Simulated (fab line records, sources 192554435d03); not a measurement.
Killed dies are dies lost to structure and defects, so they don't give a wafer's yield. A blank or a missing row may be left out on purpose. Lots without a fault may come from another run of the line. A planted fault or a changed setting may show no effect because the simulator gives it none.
Which tool did it? | flow n5_finfet | 24 lots, 72 wafers sampled, at 5 steps of a route of 1938

WHAT THE GAUGES READ, wafer by wafer
N5_DUMMY_GATE_CD_MEAS_24: target cd 15 nm.
lot  | measured    | on        | cd_nm (nm)
L074 | day 2 23:10 | cd_sem-03 | 15.8 15.0 14.8
L075 | day 3 04:49 | cd_sem-01 | 15.8 14.7 16.0
L076 | day 3 10:56 | cd_sem-03 | 15.6 15.3 14.4
L077 | day 3 16:30 | cd_sem-02 | 14.4 15.1 15.4
L078 | day 4 02:11 | cd_sem-01 | 14.9 15.8 15.5
L079 | day 4 06:07 | cd_sem-02 | 14.9 13.9 14.8
L080 | day 4 13:13 | cd_sem-01 | 14.9 16.2 15.5
L081 | day 4 18:20 | cd_sem-01 | 14.4 14.3 15.2
L082 | day 4 22:10 | cd_sem-02 | 15.6 14.9 15.1
L083 | day 5 04:14 | cd_sem-01 | 16.1 16.0 16.4
L084 | day 5 14:07 | cd_sem-02 | 15.9 14.7 15.3
L085 | day 5 20:20 | cd_sem-01 | 15.1 16.1 14.5
L086 | day 6 00:30 | cd_sem-03 | 15.4 15.9 15.0
L087 | day 6 03:46 | cd_sem-03 | 14.7 16.2 15.9
L088 | day 6 09:27 | cd_sem-01 | 15.7 14.4 15.5
L089 | day 6 16:17 | cd_sem-02 | 14.8 15.3 16.7
L090 | day 7 00:25 | cd_sem-03 | 16.1 14.9 15.0
L091 | day 7 06:29 | cd_sem-02 | 15.3 14.7 14.9
L092 | day 7 11:35 | cd_sem-03 | 15.2 16.2 15.1
L093 | day 7 17:31 | cd_sem-03 | 14.6 14.7 14.7
L094 | day 8 01:28 | cd_sem-01 | 14.9 14.8 15.0
L095 | day 8 04:50 | cd_sem-01 | 13.7 14.2 14.2
L096 | day 8 11:46 | cd_sem-03 | 14.7 15.5 16.3
L097 | day 8 17:52 | cd_sem-01 | 15.0 14.4 15.6

WHICH TOOL RAN EACH LOT (tool, then ch and the chambers of the sampled wafers, then the start)
lot  | N5_FIN_CUT_PRECLEAN_35            | N5_STI_FIN_REVEAL_CMP_04     | N5_DUMMY_GATE_ETCH_37             | N5_DUMMY_GATE_TRIM_49
L074 | vapor_etch-02 ch 0,1, day 2 02:30 | cmp-03 ch 0,2,3, day 2 08:00 | rie_diel-02 ch 0,1,2, day 2 22:26 | rie_si-04 ch 1,2,3, day 2 22:31
L075 | vapor_etch-02 ch 0,1, day 2 10:08 | cmp-04 ch 0,2,3, day 2 15:37 | rie_diel-02 ch 1,2,3, day 3 04:05 | rie_si-04 ch 0,2,3, day 3 04:10
L076 | vapor_etch-02 ch 0,1, day 2 15:52 | cmp-03 ch 0,2,3, day 2 21:25 | rie_diel-06 ch 0,2,3, day 3 10:13 | rie_si-02 ch 1,2,3, day 3 10:18
L077 | vapor_etch-02 ch 0,1, day 2 21:03 | cmp-03 ch 1,3, day 3 02:32   | rie_diel-05 ch 0,1,2, day 3 15:47 | rie_si-05 ch 1,2,3, day 3 15:52
L078 | vapor_etch-01 ch 0,1, day 3 03:14 | cmp-01 ch 0,1,2, day 3 09:22 | rie_diel-06 ch 1,2,3, day 4 01:28 | rie_si-04 ch 0,1,3, day 4 01:32
L079 | vapor_etch-02 ch 0,1, day 3 09:25 | cmp-03 ch 0,2,3, day 3 14:59 | rie_diel-02 ch 0,1,2, day 4 05:20 | rie_si-02 ch 1,2,3, day 4 05:25
L080 | vapor_etch-02 ch 0, day 3 17:38   | cmp-04 ch 1,2,3, day 3 23:46 | rie_diel-06 ch 1,2,3, day 4 12:29 | rie_si-04 ch 1,2,3, day 4 12:35
L081 | vapor_etch-02 ch 0,1, day 3 23:01 | cmp-04 ch 0,3, day 4 04:29   | rie_diel-05 ch 0,1, day 4 17:36   | rie_si-02 ch 0,1,3, day 4 17:41
L082 | vapor_etch-02 ch 0,1, day 4 02:53 | cmp-04 ch 0,1,3, day 4 08:46 | rie_diel-06 ch 2,3, day 4 21:26   | rie_si-02 ch 0,3, day 4 21:31
L083 | vapor_etch-02 ch 0,1, day 4 08:51 | cmp-01 ch 1,3, day 4 14:22   | rie_diel-06 ch 1,3, day 5 03:31   | rie_si-04 ch 0,1, day 5 03:35
L084 | vapor_etch-02 ch 0,1, day 4 15:41 | cmp-01 ch 0,1,3, day 4 21:10 | rie_diel-02 ch 0,2,3, day 5 13:23 | rie_si-04 ch 0,2, day 5 13:29
L085 | vapor_etch-01 ch 0,1, day 4 23:45 | cmp-03 ch 0,2,3, day 5 05:41 | rie_diel-02 ch 0,2,3, day 5 19:36 | rie_si-05 ch 0,2,3, day 5 19:41
L086 | vapor_etch-01 ch 0,1, day 5 05:45 | cmp-04 ch 0,2,3, day 5 11:14 | rie_diel-06 ch 0,2,3, day 5 23:46 | rie_si-04 ch 0,1,2, day 5 23:51
L087 | vapor_etch-02 ch 0,1, day 5 08:21 | cmp-03 ch 0,1,3, day 5 13:52 | rie_diel-05 ch 0,2,3, day 6 03:02 | rie_si-04 ch 2,3, day 6 03:07
L088 | vapor_etch-01 ch 0,1, day 5 14:35 | cmp-01 ch 1,2, day 5 20:10   | rie_diel-02 ch 2,3, day 6 08:43   | rie_si-04 ch 0,1,3, day 6 08:49
L089 | vapor_etch-01 ch 0,1, day 5 21:29 | cmp-03 ch 1,2,3, day 6 02:58 | rie_diel-06 ch 0,1,3, day 6 15:24 | rie_si-04 ch 0,1,2, day 6 15:29
L090 | vapor_etch-02 ch 0,1, day 6 03:10 | cmp-01 ch 1,2,3, day 6 08:43 | rie_diel-05 ch 0,1,3, day 6 23:41 | rie_si-05 ch 2,3, day 6 23:46
L091 | vapor_etch-02 ch 0,1, day 6 09:53 | cmp-03 ch 1,2,3, day 6 16:25 | rie_diel-02 ch 1,3, day 7 05:34   | rie_si-05 ch 2,3, day 7 05:39
L092 | vapor_etch-01 ch 0,1, day 6 16:15 | cmp-03 ch 0,2, day 6 22:16   | rie_diel-05 ch 0,1,2, day 7 10:44 | rie_si-04 ch 0,3, day 7 10:49
L093 | vapor_etch-01 ch 0,1, day 6 22:51 | cmp-03 ch 0,1, day 7 04:21   | rie_diel-05 ch 0,1,2, day 7 16:47 | rie_si-02 ch 1,3, day 7 16:52
L094 | vapor_etch-02 ch 0,1, day 7 03:47 | cmp-04 ch 0,2,3, day 7 09:17 | rie_diel-02 ch 1,2,3, day 8 00:43 | rie_si-05 ch 1,3, day 8 00:47
L095 | vapor_etch-02 ch 0,1, day 7 09:33 | cmp-03 ch 0,1,2, day 7 15:05 | rie_diel-05 ch 1,2, day 8 03:35   | rie_si-05 ch 1,2, day 8 03:40
L096 | vapor_etch-01 ch 0,1, day 7 15:51 | cmp-04 ch 0,1,3, day 7 21:27 | rie_diel-06 ch 0,1,2, day 8 10:56 | rie_si-04 ch 0,2,3, day 8 11:01
L097 | vapor_etch-01 ch 0,1, day 7 21:46 | cmp-04 ch 0,2,3, day 8 03:41 | rie_diel-05 ch 0,1,2, day 8 17:08 | rie_si-02 ch 0,1,2, day 8 17:12
- N5_FIN_CUT_PRECLEAN_35: cleans in vHF, time 13.3 s.
- N5_STI_FIN_REVEAL_CMP_04: polishes, stops on Si3N4, t overpolish 4 s, target thk 131.83 nm.
- N5_DUMMY_GATE_ETCH_37: etches SOC in N2/H2, target depth 60 nm, overetch 30 nm.
- N5_DUMMY_GATE_TRIM_49: chemistry O2, time 29 s, target cd 14 nm.

WHAT THE TOOLS THEMSELVES READ (means of the sampled wafers that have a number; where no wafer has one, the mark that the record gives instead)
N5_FIN_CUT_PRECLEAN_35.
lot  | tool          | drypump_motor_current_A (A)
L074 | vapor_etch-02 | 5.7
L075 | vapor_etch-02 | 5.7
L076 | vapor_etch-02 | 5.3
L077 | vapor_etch-02 | 5.3
L078 | vapor_etch-01 | 5.9
L079 | vapor_etch-02 | 5.7
L080 | vapor_etch-02 | 6.0
L081 | vapor_etch-02 | 5.7
L082 | vapor_etch-02 | 5.7
L083 | vapor_etch-02 | 5.7
L084 | vapor_etch-02 | 5.3
L085 | vapor_etch-01 | 5.9
L086 | vapor_etch-01 | 6.0
L087 | vapor_etch-02 | 5.7
L088 | vapor_etch-01 | 5.9
L089 | vapor_etch-01 | 6.0
L090 | vapor_etch-02 | 5.7
L091 | vapor_etch-02 | 5.3
L092 | vapor_etch-01 | 5.9
L093 | vapor_etch-01 | 6.0
L094 | vapor_etch-02 | 5.7
L095 | vapor_etch-02 | 5.3
L096 | vapor_etch-01 | 5.4
L097 | vapor_etch-01 | 5.9

N5_STI_FIN_REVEAL_CMP_04.
lot  | tool   | motor_current_A (A) | overpolish_run_s (s) | time_to_endpoint_s (s)
L074 | cmp-03 | 8.2                 | 4.012                | 97
L075 | cmp-04 | 8.3                 | 3.993                | 97
L076 | cmp-03 | 8.6                 | 3.998                | 102
L077 | cmp-03 | 8.2                 | 4.008                | 102
L078 | cmp-01 | 8.1                 | 4.006                | 106
L079 | cmp-03 | 8.2                 | 4.001                | 98
L080 | cmp-04 | 8.4                 | 3.996                | 100
L081 | cmp-04 | 8.6                 | 3.999                | 90
L082 | cmp-04 | 8.0                 | 4.000                | 97
L083 | cmp-01 | 7.2                 | 4.002                | 105
L084 | cmp-01 | 8.0                 | 4.011                | 99
L085 | cmp-03 | 8.4                 | 3.999                | 109
L086 | cmp-04 | 8.0                 | 4.007                | 98
L087 | cmp-03 | 8.5                 | 4.003                | 110
L088 | cmp-01 | 7.2                 | 3.987                | 97
L089 | cmp-03 | 8.3                 | 3.999                | 108
L090 | cmp-01 | 7.3                 | 3.998                | 100
L091 | cmp-03 | 8.4                 | 4.002                | 104
L092 | cmp-03 | 8.8                 | 4.005                | 103
L093 | cmp-03 | 8.7                 | 4.000                | 112
L094 | cmp-04 | 8.4                 | 3.999                | 93
L095 | cmp-03 | 8.6                 | 4.006                | 104
L096 | cmp-04 | 8.0                 | 3.997                | 92
L097 | cmp-04 | 8.5                 | 3.999                | 95

N5_DUMMY_GATE_ETCH_37.
lot  | tool        | drypump_motor_current_A (A) | oes_product_au (a.u.) | rf_fwd_power_W (W) | rf_vpp_V (V) | showerhead_plenum_p_Torr (Torr) | throttle_valve_pct (%)
L074 | rie_diel-02 | 5.4                         | 0.61                  | 829                | 525.9        | 2.57                            | 17.85
L075 | rie_diel-02 | 5.7                         | 0.65                  | 829                | 525.7        | 2.61                            | 17.92
L076 | rie_diel-06 | 5.8                         | 0.59                  | 831                | 524.7        | 2.57                            | 17.94
L077 | rie_diel-05 | 5.6                         | 0.60                  | 833                | 524.6        | 2.60                            | 17.93
L078 | rie_diel-06 | 5.7                         | 0.61                  | 835                | 526.1        | 2.60                            | 17.69
L079 | rie_diel-02 | 5.4                         | 0.61                  | 827                | 524.1        | 2.57                            | 17.86
L080 | rie_diel-06 | 5.7                         | 0.60                  | 832                | 525.3        | 2.60                            | 17.69
L081 | rie_diel-05 | 5.4                         | 0.59                  | 831                | 524.3        | 2.58                            | 17.97
L082 | rie_diel-06 | 5.9                         | 0.56                  | 830                | 525.2        | 2.58                            | 17.95
L083 | rie_diel-06 | 5.7                         | 0.63                  | 831                | 526.2        | 2.65                            | 17.56
L084 | rie_diel-02 | 5.2                         | 0.61                  | 829                | 523.3        | 2.51                            | 18.15
L085 | rie_diel-02 | 5.2                         | 0.61                  | 830                | 523.1        | 2.51                            | 18.15
L086 | rie_diel-06 | 5.8                         | 0.58                  | 830                | 524.3        | 2.56                            | 17.96
L087 | rie_diel-05 | 5.6                         | 0.61                  | 831                | 523.2        | 2.52                            | 17.85
L088 | rie_diel-02 | 5.3                         | 0.61                  | 829                | 525.3        | 2.59                            | 18.03
L089 | rie_diel-06 | 5.8                         | 0.61                  | 831                | 525.3        | 2.62                            | 17.84
L090 | rie_diel-05 | 5.5                         | 0.59                  | 829                | 522.5        | 2.51                            | 17.88
L091 | rie_diel-02 | 6.2                         | 0.67                  | 827                | 526.4        | 2.62                            | 17.87
L092 | rie_diel-05 | 5.5                         | 0.60                  | 832                | 525.4        | 2.59                            | 17.96
L093 | rie_diel-05 | 5.6                         | 0.60                  | 832                | 524.3        | 2.59                            | 17.97
L094 | rie_diel-02 | 5.7                         | 0.63                  | 829                | 525.6        | 2.60                            | 17.97
L095 | rie_diel-05 | 5.8                         | 0.59                  | 832                | 526.2        | 2.66                            | 18.03
L096 | rie_diel-06 | 5.7                         | 0.62                  | 834                | 524.5        | 2.58                            | 17.74
L097 | rie_diel-05 | 5.6                         | 0.59                  | 833                | 524.3        | 2.58                            | 17.97

N5_DUMMY_GATE_TRIM_49.
lot  | tool      | drypump_motor_current_A (A) | oes_product_au (a.u.) | rf_fwd_power_W (W) | throttle_valve_pct (%)
L074 | rie_si-04 | 5.7                         | 1.023                 | 297.7              | 8.24
L075 | rie_si-04 | 5.9                         | 1.005                 | 298.6              | 8.09
L076 | rie_si-02 | 6.3                         | 1.003                 | 298.9              | 8.33
L077 | rie_si-05 | 5.4                         | 0.996                 | 299.1              | 8.15
L078 | rie_si-04 | 5.5                         | 1.008                 | 299.2              | 8.11
L079 | rie_si-02 | 6.3                         | 1.010                 | 298.0              | 8.33
L080 | rie_si-04 | 5.7                         | 1.008                 | 297.7              | 8.23
L081 | rie_si-02 | 6.2                         | 0.992                 | 298.2              | 8.35
L082 | rie_si-02 | 6.4                         | 0.984                 | 299.1              | 8.26
L083 | rie_si-04 | 5.7                         | 0.990                 | 298.7              | 8.08
L084 | rie_si-04 | 6.2                         | 1.002                 | 298.4              | 8.18
L085 | rie_si-05 | 5.3                         | 0.995                 | 298.5              | 8.25
L086 | rie_si-04 | 5.8                         | 1.005                 | 299.0              | 8.20
L087 | rie_si-04 | 5.7                         | 1.019                 | 298.3              | 8.12
L088 | rie_si-04 | 5.5                         | 0.998                 | 299.1              | 8.11
L089 | rie_si-04 | 5.9                         | 1.007                 | 299.2              | 8.20
L090 | rie_si-05 | 5.6                         | 0.995                 | 299.5              | 8.24
L091 | rie_si-05 | 5.5                         | 0.997                 | 299.4              | 8.17
L092 | rie_si-04 | 5.7                         | 0.990                 | 298.3              | 7.97
L093 | rie_si-02 | 6.5                         | 0.982                 | 297.6              | 8.26
L094 | rie_si-05 | 5.3                         | 1.000                 | 299.4              | 8.07
L095 | rie_si-05 | 5.2                         | 0.965                 | 298.4              | 8.12
L096 | rie_si-04 | 5.9                         | 1.016                 | 298.5              | 8.08
L097 | rie_si-02 | 6.1                         | 1.020                 | 298.5              | 8.33

THE ANSWER, worked out from the rows above alone
Rule: what is usual is taken from the lots themselves. Put in order of their means at a reading, lots are off if they are a third of the lots or fewer, leave a main group of 4 or more, and stand apart from it by a gap of 3 or more times the standard deviation of the main group's means; of several such gaps the widest counts. A main group whose means are all the same, to the digits that the tables above print for the reading, isn't used. A lot without any number at a reading at which 4 lots or more have one is off too. The other lots that the step has rows for count as sound. The gauges are gone through in route order, then the tools' own readings, and for those a lot's mean is taken as printed above. The first step at which some lot is off is used, and at that step the reading that is off furthest; a lot without a number counts as furthest.
No lot is off at any reading shown: from this, nothing can be told.

WHAT THE SIMULATOR HAD PUT IN
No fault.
